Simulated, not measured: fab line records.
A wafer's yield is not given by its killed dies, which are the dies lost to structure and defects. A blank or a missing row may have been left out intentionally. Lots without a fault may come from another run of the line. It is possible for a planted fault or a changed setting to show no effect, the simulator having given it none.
fab line records	flow n5Finfet	part 1 of 2: steps 1 to 19 of 26
[record] lots = 5	wafers = 15	lastDay = 18
route steps=1938 shown BEOL_M0_SAQP@672
lots that met no fault: from a run of the same line without faults
startH: hours from the record's opening day to when the first of the lot's shown wafers began	waitH: hours from the lot's prior step to this one	" identical to the entry in the row above	L1.1+2: several wafers, shown together as one row	- no value, or no start given	* or withheld: withheld	< > ~ a bound
route shown NAME@n: names a module that has steps shown in the file, with the first one's number in the route	usual: mean/standard deviation taken from wafers without a fault	same: alike in all rows	chamber/n: place in a boat	sites: readings site by site	_std_site: how widely they spread, as a standard deviation	_edge_site: mean of outer sites minus mean of inner sites	radiusMm: for every site, how far away it sits from the centre of the wafer	mask NAME#n: copy n	behind: the last tool/chamber to shape the wafer	hold: the reason the lot was held/the length of the hold in hours/how it ended	device: transistor that didn't switch, given as n, p or np	end of line: the route-end tests of the same wafers	a step without rows: its recipe alone	killed: count of dies lost to structure and defects at first sort (not the wafer's yield)	map: a wafer's dies, marking killed ones x, the rest . and places with no die _
set.NAME: the setting the step ran with; set.NAME@STEP: the setting that earlier step ran with	model.NAME: the simulator's own value behind a step, which no gauge read
lots seen at some steps along the route; tables by step, rows by wafer
services: the hour from which a tool's chamber was out of use, counted from the record's first day as startH (under 0 if before that day), plus the number of hours and why
[[steps]]
[step N5_BEOL_M0_SAQP_ETCH_106]
[recipe] chemistry = N2/H2	target = SOC	targetDepthA = 1500	stopOn = SiNx	ionEnergyEv = 100	biasW = 61	pressureMtorr = 30	sourceW = 850	n2FlowSccm = 200	h2FlowSccm = 200
[usual] drypumpMotorCurrentA = 5.8/0.44	oesProductAu = 0.78/0.085	rfVppV = 241.3/1.3	showerheadPlenumPTorr = 2.59/0.082	throttleValvePct = 17.77/0.24
lot.wafer	tool	chamber	startH	waitH	drypumpMotorCurrentA	oesProductAu	rfHoursCounterH	rfVppV	showerheadPlenumPTorr	throttleValvePct
L079.2	rieDiel-04	0	149.74	-	5.6	0.72	172	240.9	2.51	17.99
L079.4	"	2	"	"	5.7	0.73	141	243.4	2.64	18.02
L079.6	"	3	"	"	5.7	0.70	-	240.8	2.63	17.73
L082.1	rieDiel-04	2	158.28	-	5.7	0.74	144	241.6	2.64	18.01
L082.4	"	3	"	"	5.8	0.70	243	242.7	2.63	17.74
L082.5	"	2	"	"	5.7	0.73	-	241.3	2.64	18.00
L087.1	rieDiel-02	0	187.08	-	5.1	0.69	201	240.6	2.51	18.17
L087.3	"	1	"	"	5.4	0.84	65	240.4	2.58	17.47
L087.5	"	3	"	"	6.6	0.90	-	241.4	2.71	17.69
L094.2	rieDiel-03	0	243.36	-	5.9	0.72	180	241.2	2.53	17.92
L094.4	"	3	"	"	5.6	0.85	53	243.0	2.69	17.55
L094.5	"	3	"	"	5.6	0.84	-	242.4	2.69	17.56
L096.2	rieDiel-04	2	244.40	-	5.7	0.71	172	241.3	2.62	18.08
L096.3	"	1	"	"	6.3	0.71	209	241.6	2.63	17.58
L096.6	"	1	"	"	6.3	0.71	-	242.4	2.63	17.56
[step N5_BEOL_M0_SAQP_ETCH_107]
[recipe] chemistry = CH3F/O2	target = SiNx	targetDepthA = 300	maskMaterial = SOC	pressureMtorr = 30	sourceW = 395	biasW = 73	Ar_flow_sccm = 150	CH3F_flow_sccm = 30	O2_flow_sccm = 20	ionEnergyEv = 120
[usual] drypumpMotorCurrentA = 5.8/0.44	mfcArSccm = 150.0/0.44	oesProductAu = 0.79/0.088	rfVppV = 297/6.4	showerheadPlenumPTorr = 2.04/0.062	throttleValvePct = 16.4/0.32
lot.wafer	tool	chamber	startH	waitH	drypumpMotorCurrentA	mfcArSccm	oesProductAu	rfHoursCounterH	rfVppV	showerheadPlenumPTorr	throttleValvePct
L079.2	rieDiel-04	0	149.80	0.0	5.6	149.9	0.74	172	299	2.00	16.7
L079.4	"	2	"	"	5.7	150.1	0.75	141	305	2.09	16.7
L079.6	"	3	"	"	5.7	150.7	0.70	-	296	2.04	16.1
L082.1	rieDiel-04	2	158.34	0.0	5.7	150.3	0.74	144	307	2.09	16.7
L082.4	"	3	"	"	5.8	149.8	0.70	243	296	2.04	16.2
L082.5	"	2	"	"	5.7	149.6	0.75	-	304	2.09	16.7
L087.1	rieDiel-02	0	187.14	0.0	5.1	150.6	0.70	201	299	1.98	16.7
L087.3	"	1	"	"	5.4	150.0	0.84	65	296	2.02	16.0
L087.5	"	3	"	"	6.5	149.9	0.90	-	300	2.13	16.2
L094.2	rieDiel-03	0	243.42	0.0	5.9	149.5	0.75	180	295	2.00	16.4
L094.4	"	3	"	"	5.6	149.5	0.85	53	290	2.12	16.1
L094.5	"	3	"	"	5.6	149.4	0.86	-	288	2.12	16.1
L096.2	rieDiel-04	2	244.46	0.0	5.7	150.7	0.72	172	305	2.08	16.7
L096.3	"	1	"	"	6.3	150.2	0.73	209	305	2.06	16.1
L096.6	"	1	"	"	6.3	150.3	0.73	-	306	2.06	16.1
[step N5_BEOL_M0_SAQP_STRIP_108]
[recipe] chemistry = N2/H2	powerW = 500	tempC = 40	pressureMtorr = 50	rfFrequencyHz = 6e+07	overashFraction = 0.3	biasPowerW = 28	h2Frac = 0.5	n2FlowSccm = 300	h2FlowSccm = 300
[usual] drypumpMotorCurrentA = 5.8/0.44	oesProductAu = 0.79/0.086	rfVppV = 122.1/0.94	showerheadPlenumPTorr = 3.42/0.1	throttleValvePct = 18.82/0.24
lot.wafer	tool	chamber	startH	waitH	drypumpMotorCurrentA	oesProductAu	rfHoursCounterH	rfVppV	showerheadPlenumPTorr	throttleValvePct
L079.2	rieDiel-04	0	149.84	0.0	5.6	0.72	172	121.1	3.32	18.85
L079.4	"	2	"	"	5.7	0.74	141	124.0	3.48	18.99
L079.6	"	3	"	"	5.7	0.69	-	121.4	3.47	18.83
L082.1	rieDiel-04	2	158.38	0.0	5.7	0.75	144	121.3	3.48	19.00
L082.4	"	3	"	"	5.8	0.70	243	122.9	3.47	18.84
L082.5	"	2	"	"	5.7	0.75	-	122.2	3.48	18.98
L087.1	rieDiel-02	0	187.18	0.0	5.2	0.70	201	121.4	3.32	19.26
L087.3	"	1	"	"	5.4	0.83	65	120.1	3.40	18.55
L087.5	"	3	"	"	6.6	0.90	-	122.4	3.57	18.72
L094.2	rieDiel-03	0	243.46	0.0	5.9	0.75	180	121.5	3.35	19.14
L094.4	"	3	"	"	5.7	0.85	54	122.2	3.55	18.60
L094.5	"	3	"	"	5.7	0.85	-	123.0	3.55	18.59
L096.2	rieDiel-04	2	244.50	0.0	5.7	0.72	172	122.4	3.46	19.04
L096.3	"	1	"	"	6.3	0.73	209	121.8	3.47	18.53
L096.6	"	1	"	"	6.3	0.72	-	122.2	3.47	18.53
[step N5_BEOL_M0_SAQP_RECESS_109]
[recipe] chemistry = HF/NH3	target = SiO2	targetDepthA = 30	afsCycles = 1	tempC = 30	sublimationTempC = 180	sublimationTimeS = 60
[usual] drypumpMotorCurrentA = 5.8/0.34
lot.wafer	tool	chamber	startH	waitH	drypumpMotorCurrentA
L079.2	vaporEtch-01	1	149.90	0.0	5.6
L079.4	"	0	"	"	5.4
L079.6	"	0	"	"	5.4
L082.1	vaporEtch-02	1	158.44	0.0	6.0
L082.4	"	1	"	"	6.0
L082.5	"	1	"	"	6.0
L087.1	vaporEtch-01	0	187.24	0.0	5.4
L087.3	"	1	"	"	5.6
L087.5	"	0	"	"	5.4
L094.2	vaporEtch-01	0	243.52	0.0	5.4
L094.4	"	1	"	"	5.6
L094.5	"	1	"	"	5.6
L096.2	vaporEtch-01	0	244.56	0.0	5.4
L096.3	"	1	"	"	5.6
L096.6	"	1	"	"	5.6
[step N5_BEOL_M0_SAQP_SPACER2_ALD_26]
[recipe] material = SiO2	targetThkA = 150	tempC = 300	aldPrecursorFamily = BDEAS	aldCoReactant = O2-plasma	pulseTimeS = 1	purgeTimeS = 2	coReactantPurgeTimeS = 2	pressureTorr = 2
[usual] heaterPowerW = 463/47	precursorPulseHeightRel = 0.999/0.02
lot.wafer	tool	chamber	startH	waitH	heaterPowerW	precursorPulseHeightRel
L079.2	aldSin-02	0	150.38	0.4	444	1.014
L079.4	"	3	"	"	420	0.993
L079.6	"	2	"	"	476	0.965
L082.1	aldSin-04	1	158.58	0.1	440	1.009
L082.4	"	0	"	"	519	1.016
L082.5	"	1	"	"	431	0.987
L087.1	aldSin-03	2	187.66	0.4	446	1.009
L087.3	"	1	"	"	412	1.006
L087.5	"	2	"	"	432	0.998
L094.2	aldSin-03	0	244.08	0.5	532	0.987
L094.4	"	2	"	"	432	0.990
L094.5	"	3	"	"	470	0.996
L096.2	aldSin-02	0	244.82	0.2	444	0.996
L096.3	"	2	"	"	482	0.993
L096.6	"	2	"	"	492	1.023
[step N5_BEOL_M0_SAQP_SPACER2_ETCHBACK_27]
[recipe] chemistry = CHF3/O2	mode = anisotropicEtchback	target = SiO2	targetDepthA = 225	timeS = 11.25	pressureMtorr = 30	sourceW = 650	biasW = 170	Ar_flow_sccm = 200	CHF3_flow_sccm = 50	O2_flow_sccm = 5	ionEnergyEv = 200
[usual] drypumpMotorCurrentA = 5.8/0.48	mfcArSccm = 200.1/0.63	oesProductAu = 0.80/0.088	rfVppV = 524/11	showerheadPlenumPTorr = 2.45/0.07	throttleValvePct = 18.9/0.33
lot.wafer	tool	chamber	startH	waitH	drypumpMotorCurrentA	mfcArSccm	oesProductAu	rfHoursCounterH	rfVppV	showerheadPlenumPTorr	throttleValvePct
L079.2	rieDiel-02	3	151.15	0.5	6.6	200.8	0.94	20	530	2.56	18.8
L079.4	"	0	"	"	5.1	199.8	0.71	190	527	2.40	19.3
L079.6	"	1	"	"	5.4	199.2	0.86	-	521	2.44	18.5
L082.1	rieDiel-02	0	159.17	0.3	5.1	199.0	0.71	192	530	2.40	19.3
L082.4	"	3	"	"	6.5	199.5	0.94	23	530	2.56	18.8
L082.5	"	3	"	"	6.6	200.0	0.93	-	530	2.56	18.8
L087.1	rieDiel-02	2	188.21	0.3	6.6	200.6	0.91	25	537	2.46	18.4
L087.3	"	3	"	"	6.6	200.6	0.91	32	530	2.56	18.8
L087.5	"	0	"	"	5.1	200.9	0.69	-	529	2.39	19.3
L094.2	rieDiel-03	1	244.62	0.3	6.0	200.6	0.73	188	503	2.30	19.1
L094.4	"	2	"	"	5.0	200.0	0.78	121	517	2.42	19.1
L094.5	"	1	"	"	6.0	199.8	0.73	-	501	2.30	19.1
L096.2	rieDiel-04	0	245.51	0.4	5.6	200.1	0.71	202	529	2.40	19.3
L096.3	"	1	"	"	6.3	199.8	0.72	210	539	2.48	18.6
L096.6	"	1	"	"	6.3	199.7	0.71	-	535	2.48	18.7
[step N5_BEOL_M0_SAQP_MANDREL2_REMOVE_110]
[recipe] chemistry = HBr/Cl2/O2	btTimeS = 10	target = a-Si	stopOn = SiCN	endpoint = OES-SiCl	overEtchFrac = 1	icpW = 600	biasW = 30	HBr_flow_sccm = 150	Cl2_flow_sccm = 80	O2_flow_sccm = 5	pressureMtorr = 10
[usual] drypumpMotorCurrentA = 5.8/0.49	oesProductAu = 0.994/0.017	throttleValvePct = 36.9/0.36
[same] overEtchFrac = 1
lot.wafer	tool	chamber	startH	waitH	drypumpMotorCurrentA	oesProductAu	rfHoursCounterH	throttleValvePct
L079.2	rieSi-05	1	151.24	0.1	5.7	0.967	128	36.6
L079.4	"	3	"	"	6.0	0.990	72	36.4
L079.6	"	1	"	"	5.7	0.969	-	36.6
L082.1	rieSi-03	0	159.26	0.1	6.2	0.994	40	36.9
L082.4	"	3	"	"	5.7	0.968	142	37.3
L082.5	"	0	"	"	6.2	0.992	-	36.9
L087.1	rieSi-03	3	188.31	0.1	5.8	0.956	142	37.3
L087.3	"	1	"	"	5.1	0.994	188	37.0
L087.5	"	0	"	"	6.2	0.990	-	36.9
L094.2	rieSi-05	0	244.71	0.1	5.9	1.028	41	36.7
L094.4	"	2	"	"	6.2	1.002	121	36.7
L094.5	"	0	"	"	6.0	1.012	-	36.7
L096.2	rieSi-03	3	245.60	0.1	5.7	0.975	144	37.3
L096.3	"	0	"	"	6.2	0.988	41	36.9
L096.6	"	3	"	"	5.7	0.969	-	37.2
[step N5_BEOL_M0_SAQP_CD_MEAS_29]
[recipe] targetCdNm = 14.4	landingEnergyEv = 1000	detector = seInlens
[usual] cdNm = 15.02/0.24
lot.wafer	tool	chamber	startH	waitH	cdNm
L079.2	cdSem-02	0	151.35	0.1	15.25
L079.4	"	0	"	"	14.70
L079.6	"	0	"	"	14.93
L082.1	cdSem-01	0	159.37	0.1	15.23
L082.4	"	0	"	"	15.12
L082.5	"	0	"	"	15.31
L087.1	cdSem-03	0	188.42	0.1	15.33
L087.3	"	0	"	"	14.95
L087.5	"	0	"	"	15.17
L094.2	cdSem-03	0	244.82	0.1	14.71
L094.4	"	0	"	"	14.72
L094.5	"	0	"	"	14.73
L096.2	cdSem-03	0	245.71	0.1	14.87
L096.3	"	0	"	"	15.08
L096.6	"	0	"	"	15.03
[step N5_BEOL_M0_SAQP_COAT_69]
[recipe] resist = SOC	tempC = 250	timeS = 60	spinRpm = 1500	resistThkNm = 90
[usual] dispensePressureKPa = 45.8/1.6	plateTempC = 249.99/0.15
lot.wafer	tool	chamber	startH	waitH	dispensePressureKPa	plateTempC
L079.2	lithoTrack-03	0	151.38	0.0	46.4	249.91
L079.4	"	0	"	"	46.3	250.04
L079.6	"	0	"	"	46.3	249.81
L082.1	lithoTrack-02	0	159.41	0.0	47.5	249.90
L082.4	"	0	"	"	47.5	249.66
L082.5	"	0	"	"	47.5	250.02
L087.1	lithoTrack-01	0	188.45	0.0	43.4	250.08
L087.3	"	0	"	"	43.4	250.10
L087.5	"	0	"	"	43.4	250.16
L094.2	lithoTrack-03	0	244.86	0.0	46.2	250.12
L094.4	"	0	"	"	46.2	250.07
L094.5	"	0	"	"	46.2	249.92
L096.2	lithoTrack-03	0	245.75	0.0	46.2	249.94
L096.3	"	0	"	"	46.2	249.98
L096.6	"	0	"	"	46.2	249.91
[step N5_BEOL_M0_SAQP_COAT_72]
[recipe] resist = SiARC	tempC = 220	timeS = 60	spinRpm = 1500	resistThkNm = 15
[usual] dispensePressureKPa = 45.8/1.7	plateTempC = 219.97/0.17
lot.wafer	tool	chamber	startH	waitH	dispensePressureKPa	plateTempC
L079.2	lithoTrack-03	0	-	-	46.3	220.03
L079.4	"	0	"	"	46.3	220.15
L079.6	"	0	"	"	46.2	220.23
L082.1	lithoTrack-02	0	-	-	47.7	219.84
L082.4	"	0	"	"	47.6	219.69
L082.5	"	0	"	"	47.7	219.85
L087.1	lithoTrack-01	0	-	-	43.3	219.94
L087.3	"	0	"	"	43.3	219.95
L087.5	"	0	"	"	43.3	220.16
L094.2	lithoTrack-03	0	-	-	46.3	219.94
L094.4	"	0	"	"	46.3	219.83
L094.5	"	0	"	"	46.3	219.82
L096.2	lithoTrack-03	0	-	-	46.3	220.22
L096.3	"	0	"	"	46.3	219.94
L096.6	"	0	"	"	46.2	220.17
[step N5_BEOL_M0_SAQP_COAT_87]
[recipe] resist = underlayer	tempC = 205	timeS = 60	spinRpm = 1500	resistThkNm = 5
[usual] dispensePressureKPa = 45.7/1.7	plateTempC = 205.01/0.15
lot.wafer	tool	chamber	startH	waitH	dispensePressureKPa	plateTempC
L079.2	lithoTrack-03	0	-	-	46.2	205.11
L079.4	"	0	"	"	46.1	205.24
L079.6	"	0	"	"	46.2	205.20
L082.1	lithoTrack-02	0	-	-	47.6	204.83
L082.4	"	0	"	"	47.5	204.86
L082.5	"	0	"	"	47.6	204.94
L087.1	lithoTrack-01	0	-	-	43.3	205.20
L087.3	"	0	"	"	43.3	205.06
L087.5	"	0	"	"	43.3	205.16
L094.2	lithoTrack-03	0	-	-	46.1	205.08
L094.4	"	0	"	"	46.1	205.17
L094.5	"	0	"	"	46.1	205.14
L096.2	lithoTrack-03	0	-	-	46.1	205.04
L096.3	"	0	"	"	46.1	205.02
L096.6	"	0	"	"	46.1	205.03
[step N5_BEOL_M0_SAQP_COAT_34]
[recipe] resist = CAR-EUV	spinRpm = 1500	resistThkNm = 30
[usual] dispensePressureKPa = 45.8/1.7
lot.wafer	tool	chamber	startH	waitH	dispensePressureKPa
L079.2	lithoTrack-03	0	-	-	46.2
L079.4	"	0	"	"	46.2
L079.6	"	0	"	"	46.3
L082.1	lithoTrack-02	0	-	-	47.7
L082.4	"	0	"	"	47.6
L082.5	"	0	"	"	47.6
L087.1	lithoTrack-01	0	-	-	43.3
L087.3	"	0	"	"	43.3
L087.5	"	0	"	"	43.3
L094.2	lithoTrack-03	0	-	-	46.3
L094.4	"	0	"	"	46.3
L094.5	"	0	"	"	46.3
L096.2	lithoTrack-03	0	-	-	46.3
L096.3	"	0	"	"	46.3
L096.6	"	0	"	"	46.2
[step N5_BEOL_M0_SAQP_EBR_36]
[recipe] solvent = PGMEA	ebrWidthMm = 1.5
lot.wafer	tool	chamber	startH	waitH
L079.2+4+6	lithoTrack-03	0	-	-
L082.1+4+5	lithoTrack-02	0	-	-
L087.1+3+5	lithoTrack-01	0	-	-
L094.2+4+5	lithoTrack-03	0	-	-
L096.2+3+6	lithoTrack-03	0	-	-
[step N5_BEOL_M0_SAQP_SOFTBAKE_35]
[recipe] tempC = 110	timeS = 60	resist = CAR-EUV
[usual] plateTempC = 110.01/0.13
lot.wafer	tool	chamber	startH	waitH	plateTempC
L079.2	lithoTrack-03	0	-	-	109.85
L079.4	"	0	"	"	109.66
L079.6	"	0	"	"	109.94
L082.1	lithoTrack-02	0	-	-	110.02
L082.4	"	0	"	"	109.80
L082.5	"	0	"	"	110.06
L087.1	lithoTrack-01	0	-	-	109.64
L087.3	"	0	"	"	110.00
L087.5	"	0	"	"	109.84
L094.2	lithoTrack-03	0	-	-	109.68
L094.4	"	0	"	"	109.77
L094.5	"	0	"	"	109.91
L096.2	lithoTrack-03	0	-	-	110.14
L096.3	"	0	"	"	109.97
L096.6	"	0	"	"	110.10
[step N5_BEOL_M0_SAQP_EXPOSE_37]
[recipe] maskId = M0_CUT1	na = 0.33	sourceShape = annular	sigmaInner = 0.35	sigmaOuter = 0.8	polarization = unpolarized	targetCdNm = 30	doseMj = 44.75
[usual] reticleTempC = 22.97/0.097	stageMsdNm = 0.85/0.031
[same] na = 0.33	sigmaInner = 0.35
lot.wafer	tool	chamber	startH	waitH	mask	reticleTempC	stageMsdNm
L079.2	euvScanner-02	0	151.65	-	M0_CUT1#0	22.94	0.88
L079.4	"	0	"	"	M0_CUT1#0	23.00	0.88
L079.6	"	0	"	"	M0_CUT1#0	22.90	0.88
L082.1	euvScanner-01	0	159.67	-	M0_CUT1#0	23.17	0.82
L082.4	"	0	"	"	M0_CUT1#0	22.93	0.82
L082.5	"	0	"	"	M0_CUT1#0	23.08	0.82
L087.1	euvScanner-02	0	188.72	-	M0_CUT1#0	23.10	0.88
L087.3	"	0	"	"	M0_CUT1#0	23.11	0.88
L087.5	"	0	"	"	M0_CUT1#0	23.19	0.88
L094.2	euvScanner-02	0	245.00	-	M0_CUT1#0	22.91	0.88
L094.4	"	0	"	"	M0_CUT1#0	22.96	0.88
L094.5	"	0	"	"	M0_CUT1#0	23.05	0.88
L096.2	euvScanner-02	0	245.89	-	M0_CUT1#0	23.00	0.88
L096.3	"	0	"	"	M0_CUT1#0	23.09	0.88
L096.6	"	0	"	"	M0_CUT1#0	22.94	0.88
[step N5_BEOL_M0_SAQP_PEB_38]
[recipe] pebTempC = 100	pebTimeS = 60	resist = CAR-EUV
[usual] plateTempC = 99.97/0.14
[same] pebTimeS = 60
lot.wafer	tool	chamber	startH	waitH	plateTempC
L079.2	lithoTrack-03	0	151.71	0.1	100.06
L079.4	"	0	"	"	100.09
L079.6	"	0	"	"	100.02
L082.1	lithoTrack-03	0	159.74	0.1	99.93
L082.4	"	0	"	"	99.96
L082.5	"	0	"	"	100.06
L087.1	lithoTrack-01	0	188.78	0.1	99.93
L087.3	"	0	"	"	99.84
L087.5	"	0	"	"	99.82
L094.2	lithoTrack-02	0	245.06	0.1	99.86
L094.4	"	0	"	"	99.87
L094.5	"	0	"	"	99.88
L096.2	lithoTrack-03	0	245.95	0.1	99.95
L096.3	"	0	"	"	100.00
L096.6	"	0	"	"	99.91
[step N5_BEOL_M0_SAQP_DEVELOP_39]
[recipe] developTimeS = 30	developer = TMAH	resist = CAR-EUV	rinseLiquid = surfactantRinse	dry = airSpin	devTempC = 23
lot.wafer	tool	chamber	startH	waitH
L079.2+4+6	lithoTrack-03	0	-	-
L082.1+4+5	lithoTrack-03	0	-	-
L087.1+3+5	lithoTrack-01	0	-	-
L094.2+4+5	lithoTrack-02	0	-	-
L096.2+3+6	lithoTrack-03	0	-	-
[step N5_BEOL_M0_SAQP_CD_MEAS_40]
[recipe] targetCdNm = 30	landingEnergyEv = 500	detector = seInlens
[usual] cdNm = 30.00/0.24
lot.wafer	tool	chamber	startH	waitH	cdNm
L079.2	cdSem-01	0	151.78	-	30.15
L079.4	"	0	"	"	29.86
L079.6	"	0	"	"	30.32
L082.1	cdSem-02	0	159.81	-	30.20
L082.4	"	0	"	"	30.08
L082.5	"	0	"	"	29.87
L087.1	cdSem-01	0	188.85	-	29.88
L087.3	"	0	"	"	30.01
L087.5	"	0	"	"	30.26
L094.2	cdSem-01	0	245.13	-	30.23
L094.4	"	0	"	"	30.16
L094.5	"	0	"	"	29.68
L096.2	cdSem-03	0	246.02	-	29.67
L096.3	"	0	"	"	30.44
L096.6	"	0	"	"	29.77
[step N5_BEOL_M0_SAQP_OVL_MEAS_41]
[recipe] pointsPerWafer = 522
[usual] M0_CUT1_OVL = -0.1/0.6
lot.wafer	tool	chamber	startH	waitH	M0_CUT1_OVL[nm]
L079.2	overlay-01	0	151.81	0.0	-0.7
L079.4	"	0	"	"	-0.3
L079.6	"	0	"	"	-0.6
L082.1	overlay-02	0	159.84	0.0	-0.6
L082.4	"	0	"	"	-0.3
L082.5	"	0	"	"	0.0
L087.1	overlay-02	0	188.88	0.0	-0.5
L087.3	"	0	"	"	-0.7
L087.5	"	0	"	"	-0.3
L094.2	overlay-02	0	245.17	0.0	-1.2
L094.4	"	0	"	"	-0.9
L094.5	"	0	"	"	0.7
L096.2	overlay-01	0	246.05	0.0	1.2
L096.3	"	0	"	"	0.1
L096.6	"	0	"	"	0.1
